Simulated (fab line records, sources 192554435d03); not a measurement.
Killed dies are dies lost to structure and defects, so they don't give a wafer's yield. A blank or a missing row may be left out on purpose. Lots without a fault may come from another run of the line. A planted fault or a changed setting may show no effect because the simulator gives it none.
fab line records | flow n5_finfet
record lots=11 wafers=33 last_day=19
route steps=1938 shown BEOL_M8@1392 BEOL_M9@1404 PASSIVATION@1936
lots that met no fault: from a run of the same line without faults
start_h: hours from the record's first day to the start of the lot's first wafer shown | wait_h: hours since the lot's step before | " the same as in the row above | L1.1+2: a row that stands for several wafers | - no value, or no start given | * or withheld: withheld | < > ~ a bound
route shown NAME@n: a module of which the file shows steps, and the number in the route of the first | usual: mean/standard deviation of fault-free wafers | same: alike in all rows | chamber/n: place in a boat | sites: the reading at each site | _std_site: their standard deviation | _edge_site: outer sites' mean less inner sites' | radius_mm: how far each site lies from the wafer's centre | mask NAME#n: copy n | behind: the tool/chamber that last shaped the wafer | hold: why the lot was held/for how many hours/how that ended | device: the transistor (n, p or np) that didn't switch | end of line: the same wafers' tests at the end of the route | a step without rows: its recipe alone | killed: dies lost to structure and defects at the first sort, not the wafer's yield | map: a wafer's dies, x killed, . not, _ none there
set.NAME: the setting as run; set.NAME@STEP: as run at that earlier step | model.NAME: the simulator's own value behind a step, which no gauge read
steps of the route over a sample of lots; a table a step, a row a wafer
services: from which hour (start_h, from the record's first day; less than 0 if before it) a tool's chamber was out of use, for how many hours, and why
## steps
# step N5_BEOL_M8_SPUTTER_48
# recipe material=Cu target_thk_a=100 temp_c=-20 bias_v=60 power_w=26000 chamber_pressure_pa=0.13 time_s=1.667
# usual throttle_valve_pct=30.4/0.77
# columns lot.wafer tool chamber start_h wait_h throttle_valve_pct
L209.1 pvd_sputter-03 - 244.34 0.1 29.8
L209.5 " - " " 30.2
L209.6 " - " " 30.2
L210.1 pvd_sputter-03 - 278.02 0.1 29.6
L210.3 " - " " 29.9
L210.4 " - " " 30.1
L211.2 pvd_sputter-03 - 288.89 0.1 29.9
L211.5 " - " " 30.5
L211.6 " - " " 30.0
L215.4 pvd_sputter-02 - 314.94 0.1 30.5
L215.5 " - " " 29.7
L215.6 " - " " 31.8
L216.2 pvd_sputter-01 - 330.81 1.7 31.3
L216.3 " - " " 31.1
L216.6 " - " " 31.1
L222.3 pvd_sputter-02 - 359.15 0.1 30.6
L222.5 " - " " 30.3
L222.6 " - " " 31.6
L224.1 pvd_sputter-02 - 359.35 0.2 29.3
L224.4 " - " " 31.6
L224.6 " - " " 29.4
L227.1 pvd_sputter-01 - 359.55 0.1 31.5
L227.2 " - " " 31.4
L227.4 " - " " 29.0
L226.3 pvd_sputter-02 - 365.57 0.1 31.4
L226.5 " - " " 31.4
L226.6 " - " " 29.3
L225.1 pvd_sputter-03 - 385.32 0.1 30.6
L225.2 " - " " 30.0
L225.6 " - " " 29.7
L228.2 pvd_sputter-01 - 387.63 0.1 31.3
L228.3 " - " " 29.2
L228.6 " - " " 31.4
# step N5_BEOL_M8_ANNEAL_51
# recipe temp_c=225 time_s=90 ambient=N2
# usual wafer_temp_C_max=226.3/0.36
# columns lot.wafer tool chamber start_h wait_h wafer_temp_C_max
L209.1 rtp_anneal-02 0 244.63 0.2 226.1
L209.5 " 0 " " 227.5
L209.6 " 0 " " 226.8
L210.1 rtp_anneal-02 0 278.27 0.1 226.2
L210.3 " 0 " " 226.6
L210.4 " 0 " " 226.5
L211.2 rtp_anneal-01 0 289.78 0.7 226.8
L211.5 " 0 " " 226.2
L211.6 " 0 " " 226.5
L215.4 rtp_anneal-02 0 315.29 0.2 226.2
L215.5 " 0 " " 226.3
L215.6 " 0 " " 226.9
L216.2 rtp_anneal-01 0 331.07 0.1 225.9
L216.3 " 0 " " 226.2
L216.6 " 0 " " 226.5
L222.3 rtp_anneal-02 0 359.45 0.1 227.0
L222.5 " 0 " " 226.5
L222.6 " 0 " " 226.7
L224.1 rtp_anneal-01 0 359.72 0.2 226.0
L224.4 " 0 " " 225.9
L224.6 " 0 " " 226.3
L227.1 rtp_anneal-02 0 359.90 0.2 226.5
L227.2 " 0 " " 226.3
L227.4 " 0 " " 227.3
L226.3 rtp_anneal-01 0 365.97 0.2 226.6
L226.5 " 0 " " 226.1
L226.6 " 0 " " 226.6
L225.1 rtp_anneal-02 0 385.79 0.3 226.9
L225.2 " 0 " " 227.2
L225.6 " 0 " " 226.9
L228.2 rtp_anneal-02 0 387.88 0.1 226.5
L228.3 " 0 " " 226.7
L228.6 " 0 " " 226.4
# step N5_BEOL_M9_PECVD_70
# recipe material=SiO2 target_thk_a=200 temp_c=400 precursor=TEOS/O2 pressure_torr=5.5 rf_w=450 teos_flow_sccm=53.8 gas=O2 flow_sccm=3000 time_s=22.7
# usual heater_power_w=703/130 showerhead_plenum_p_Torr=8.75/0.058 susceptor_temp_C=400.03/0.24 throttle_valve_pct=22.8/0.96
# columns lot.wafer tool chamber start_h wait_h heater_power_w showerhead_plenum_p_Torr susceptor_temp_C throttle_valve_pct
L209.1 pecvd-03 2 246.52 0.0 580 8.83 399.77 22.5
L209.5 " 0 " " 819 8.79 399.95 21.3
L209.6 " 2 " " 557 8.84 399.89 22.6
L210.1 pecvd-04 0 279.69 0.0 581 8.69 399.79 23.2
L210.3 " 2 " " 921 8.79 399.47 23.1
L210.4 " 1 " " 820 8.74 400.05 22.7
L211.2 pecvd-04 1 291.21 0.0 863 8.76 400.06 22.6
L211.5 " 0 " " 533 8.66 400.04 23.2
L211.6 " 2 " " 914 8.77 400.15 22.9
L215.4 pecvd-02 0 316.63 0.1 854 8.73 399.86 23.1
L215.5 " 1 " " 635 8.69 399.96 24.1
L215.6 " 2 " " 625 8.76 400.10 20.7
L216.2 pecvd-03 0 332.43 0.0 796 8.76 399.73 21.5
L216.3 " 1 " " 597 8.88 400.24 23.7
L216.6 " 1 " " 604 8.90 399.85 23.8
L222.3 pecvd-03 0 360.82 0.1 655 8.76 376.88 21.6
L222.5 " 0 " " 651 8.77 376.96 21.8
L222.6 " 2 " " 411 8.84 377.04 22.8
L224.1 pecvd-03 2 361.18 0.0 424 8.85 376.93 22.9
L224.4 " 2 " " 430 8.85 377.06 22.8
L224.6 " 0 " " 569 8.77 377.06 22.1
L227.1 pecvd-04 2 361.31 0.0 771 8.79 400.20 23.6
L227.2 " 1 " " 835 8.72 399.48 22.7
L227.4 " 0 " " 524 8.68 400.07 23.1
L226.3 pecvd-02 1 367.32 0.0 605 8.67 399.99 23.8
L226.5 " 0 " " 853 8.72 399.94 23.1
L226.6 " 2 " " 553 8.77 400.31 21.0
L225.1 pecvd-04 2 388.69 0.0 856 8.76 400.26 23.3
L225.2 " 1 " " 834 8.72 400.04 22.7
L225.6 " 0 " " 549 8.70 400.34 23.4
L228.2 pecvd-02 0 390.72 0.0 882 8.72 399.73 23.0
L228.3 " 2 " " 548 8.77 399.87 21.2
L228.6 " 0 " " 911 8.73 399.57 23.3
# step N5_BEOL_M9_CD_MEAS_11
# recipe target_cd_nm=64.1 landing_energy_ev=500 detector=se_inlens polarity=opening
# usual cd_nm=64.2/0.44
# columns lot.wafer tool chamber start_h wait_h cd_nm
L209.1 cd_sem-01 0 248.32 - 64.1
L209.5 " 0 " " 64.1
L209.6 " 0 " " 64.8
L210.1 cd_sem-03 0 283.28 - 63.5
L210.3 " 0 " " 64.3
L210.4 " 0 " " 64.1
L211.2 cd_sem-02 0 292.48 - 64.2
L211.5 " 0 " " 63.8
L211.6 " 0 " " 64.1
L215.4 cd_sem-01 0 317.17 - 63.8
L215.5 " 0 " " 64.0
L215.6 " 0 " " 63.4
L216.2 cd_sem-02 0 337.98 - 63.8
L216.3 " 0 " " 64.6
L216.6 " 0 " " 63.8
L222.3 cd_sem-03 0 364.61 - 63.9
L222.5 " 0 " " 64.6
L222.6 " 0 " " 64.6
L224.1 cd_sem-01 0 364.77 - 64.6
L224.4 " 0 " " 64.7
L224.6 " 0 " " 64.7
L227.1 cd_sem-01 0 364.93 - 64.1
L227.2 " 0 " " 64.0
L227.4 " 0 " " 64.4
L226.3 cd_sem-03 0 368.21 - 63.9
L226.5 " 0 " " 64.3
L226.6 " 0 " " 65.0
L225.1 cd_sem-02 0 389.12 - 64.1
L225.2 " 0 " " 63.1
L225.6 " 0 " " 63.5
L228.2 cd_sem-03 0 391.73 - 63.3
L228.3 " 0 " " 63.6
L228.6 " 0 " " 63.6
# step N5_BEOL_M9_CMP_52
# recipe stop_on=SiCOH_lowk t_overpolish_s=7 down_force_psi=1 platen_rpm=50 clearing_platen_down_force_psi=1.5 clearing_platen_rpm=50 post_cmp_clean=cu_alkaline target_thk_nm=140 clearing_platen_pad_velocity_m_s=0.99484 pad_velocity_m_s=0.99484
# usual barrier_field_endpoint_s=29.1/0.69 motor_current_A=5.9/0.53 retaining_ring_pressure_frac=0.999/0.005
# columns lot.wafer tool chamber start_h wait_h barrier_field_endpoint_s motor_current_A retaining_ring_pressure_frac
L209.1 cmp-02 1 254.84 0.3 28.5 6.5 0.999
L209.5 " 0 " " 29.6 6.1 0.997
L209.6 " 1 " " 29.4 6.3 0.999
L210.4 cmp-03 3 289.80 0.2 28.4 6.2 0.994
L210.3 " 0 " " 28.4 5.5 0.999
L210.1 " 1 " " 29.0 5.1 1.003
L211.2 cmp-04 3 299.16 0.3 28.7 6.4 0.999
L211.6 " 0 " " 28.6 5.4 0.998
L211.5 " 1 " " 28.5 5.3 1.003
L215.4 cmp-02 3 322.87 0.2 30.3 5.5 0.993
L215.6 " 2 " " 29.4 6.9 0.996
L215.5 " 3 " " 29.4 5.4 0.997
L216.3 cmp-03 2 342.69 0.2 28.4 5.8 1.006
L216.2 " 3 " " 29.0 6.3 0.997
L216.6 " 0 " " 29.5 5.6 1.007
L224.1 cmp-03 3 369.17 0.3 33.0 5.8 1.006
L224.4 " 0 " " 32.5 5.5 0.997
L224.6 " 3 " " 33.7 6.5 1.005
L222.3 cmp-03 3 369.51 0.3 32.4 6.5 0.997
L222.5 " 0 " " 33.0 5.4 1.000
L222.6 " 1 " " 33.6 5.2 0.997
L227.4 cmp-04 0 370.88 0.4 29.2 5.3 1.004
L227.1 " 2 " " 29.3 5.7 0.992
L227.2 " 3 " " 28.1 6.7 0.994
L226.3 cmp-02 0 374.01 0.2 28.9 6.5 0.990
L226.5 " 3 " " 29.0 5.5 1.001
L226.6 " 0 " " 28.5 6.5 1.001
L225.2 cmp-04 0 393.18 0.3 29.8 5.7 1.007
L225.1 " 1 " " 29.0 5.5 1.002
L225.6 " 3 " " 29.8 6.4 0.999
L228.2 cmp-03 2 396.62 0.3 27.7 5.5 1.000
L228.3 " 0 " " 28.1 5.4 1.006
L228.6 " 1 " " 28.6 5.1 0.992
# step N5_PASSIVATION_PROBE_49
# usual defect_limited_yield=91.2/1.4 killed_at_M0_to_M3=36/11 killed_at_M4_up=14/5.6 killed_at_contacts=12/5.9 killed_at_front_end=38/13 killed_at_other=3.5/2.7 killed_dies=104/17 killed_open=68/12 killed_short=34/8.2 sort_bin_5_function=5.1/0.95 sort_bin_6_memory=3.3/0.7 sort_n_pass=1076/17 sort_yield_pct=91.2/1.4
# same gross_dies=1180 killed_at_back_side=0 sort_bin_4_leakage[%]=0 sort_bin_8_speed[%]=0
# columns lot.wafer tool chamber start_h wait_h defect_limited_yield[%] killed_at_M0_to_M3 killed_at_M4_up killed_at_contacts killed_at_front_end killed_at_other killed_dies killed_open killed_short sort_bin_5_function[%] sort_bin_6_memory[%] sort_n_pass sort_yield_pct[%]
L222.3 prober-02 - 429.64 0.1 92.9 33 11 7 30 3 84 57 24 4.0 3.1 1096 92.9
L222.5 prober-02 - 429.74 0.2 92.1 33 24 15 19 2 93 68 24 4.7 3.0 1087 92.1
L222.6 prober-02 - 429.79 0.3 93.8 28 12 7 21 5 73 48 23 3.9 1.9 1107 93.8
L227.1 prober-01 - 437.50 0.0 90.6 32 16 12 48 3 111 74 32 5.1 3.8 1069 90.6
L227.2 prober-01 - 437.55 0.1 89.2 32 24 10 59 3 128 82 44 5.6 5.0 1052 89.2
L227.4 prober-01 - 437.65 0.2 90.0 46 12 12 47 1 118 77 40 6.3 3.0 1062 90.0
# killed by level:class
L222.3 STI_FIN_REVEAL:geometric_particle:open=9 BEOL_M2:geometric_particle:open=9 BEOL_M0_SAQP:geometric_particle:open=7 MOL_CONTACT_COAG:geometric_particle:open=6 BEOL_M0_SAQP:geometric_particle:short=6 BEOL_M1:geometric_particle:open=6 DUMMY_GATE:geometric_particle:open=4 GATE_CUT:geometric_particle:open=4
L222.5 MOL_CONTACT_COAG:geometric_particle:open=10 BEOL_M5:geometric_particle:open=10 BEOL_M0_SAQP:geometric_particle:open=9 BEOL_M1:geometric_particle:open=7 BEOL_M3:geometric_particle:open=7 GATE_CUT:geometric_particle:short=5 MOL_CONTACT_COAG:geometric_particle:short=5 BEOL_M0_SAQP:geometric_particle:short=5
L222.6 BEOL_M2:geometric_particle:open=7 STI_FIN_REVEAL:geometric_particle:open=6 MOL_CONTACT_COAG:geometric_particle:open=5 BEOL_M4:geometric_particle:open=5 BEOL_M0_SAQP:geometric_particle:open=4 BEOL_M2:geometric_particle:short=4 FIN_SAQP:geometric_particle:open=3 BEOL_M0_SAQP:geometric_particle:short=3
L227.1 FIN_SAQP:geometric_particle:open=14 FIN_SAQP:geometric_particle:short=10 MOL_CONTACT_COAG:geometric_particle:open=10 STI_FIN_REVEAL:geometric_particle:open=9 BEOL_M2:geometric_particle:open=9 BEOL_M4:geometric_particle:open=5 BEOL_M0_SAQP:geometric_particle:open=5 BEOL_M1:geometric_particle:open=5
L227.2 FIN_SAQP:geometric_particle:open=20 BEOL_M4:geometric_particle:open=16 FIN_SAQP:geometric_particle:short=12 BEOL_M0_SAQP:geometric_particle:short=10 BEOL_M0_SAQP:geometric_particle:open=7 GATE_CUT:geometric_particle:short=7 BEOL_M3:geometric_particle:open=6 MOL_CONTACT_COAG:geometric_particle:open=6
L227.4 FIN_SAQP:geometric_particle:open=19 FIN_SAQP:geometric_particle:short=9 BEOL_M0_SAQP:geometric_particle:open=8 BEOL_M3:geometric_particle:open=7 MOL_CONTACT_COAG:geometric_particle:open=7 BEOL_M2:geometric_particle:open=6 BEOL_M1:geometric_particle:open=6 BEOL_M1:geometric_particle:short=6
## services
# columns tool chamber start_h hours kind
cmp-02 - 223.21 4.0 pm
pecvd-04 0 228.23 9.0 repair
cmp-02 - 244.44 2.0 repair
pecvd-02 1 245.88 19.7 repair
pecvd-04 - 247.48 0.7 repair
cmp-02 - 248.96 1.8 repair
cmp-03 - 251.56 1.3 repair
cmp-04 - 264.34 0.9 repair
cmp-02 - 267.71 1.2 repair
pecvd-04 2 270.21 5.2 repair
cmp-03 - 271.86 1.6 repair
pecvd-03 1 277.89 12.2 repair
cmp-02 - 284.34 0.4 repair
cmp-02 - 292.22 1.7 repair
cmp-03 - 298.90 0.9 repair
pvd_sputter-03 - 347.98 6.3 repair
pecvd-03 1 354.75 3.0 repair
pvd_sputter-02 - 357.28 0.6 repair
cmp-02 - 367.00 6.2 repair
pecvd-04 2 369.30 6.7 repair
cmp-03 - 370.39 4.0 pm
cmp-04 - 373.98 0.7 repair
cmp-02 - 374.73 4.0 repair
cmp-02 - 384.41 4.9 pm
## key
first_sign step=N5_BEOL_M9_PECVD_70 reading=susceptor_temp_C direction=down sigmas=96 usual=* struck=*
effect step=N5_BEOL_M9_CMP_52 reading=barrier_field_endpoint_s direction=up sigmas=5.6 usual=29.1 struck=33.0
met_at N5_BEOL_M9_PECVD_70
struck_lots L222,L224
not_acting_at N5_BEOL_M8_SPUTTER_48,N5_BEOL_M8_ANNEAL_51,N5_BEOL_M9_CD_MEAS_11
onset_between 332.43 360.82
fault kind=process_parameter_drift tool=pecvd-03 chamber=- onset_h=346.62 steps=N5_BEOL_M9_PECVD_70 channel=temp_c offset=* shape=step end_h=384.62 acts_in=* stated=*
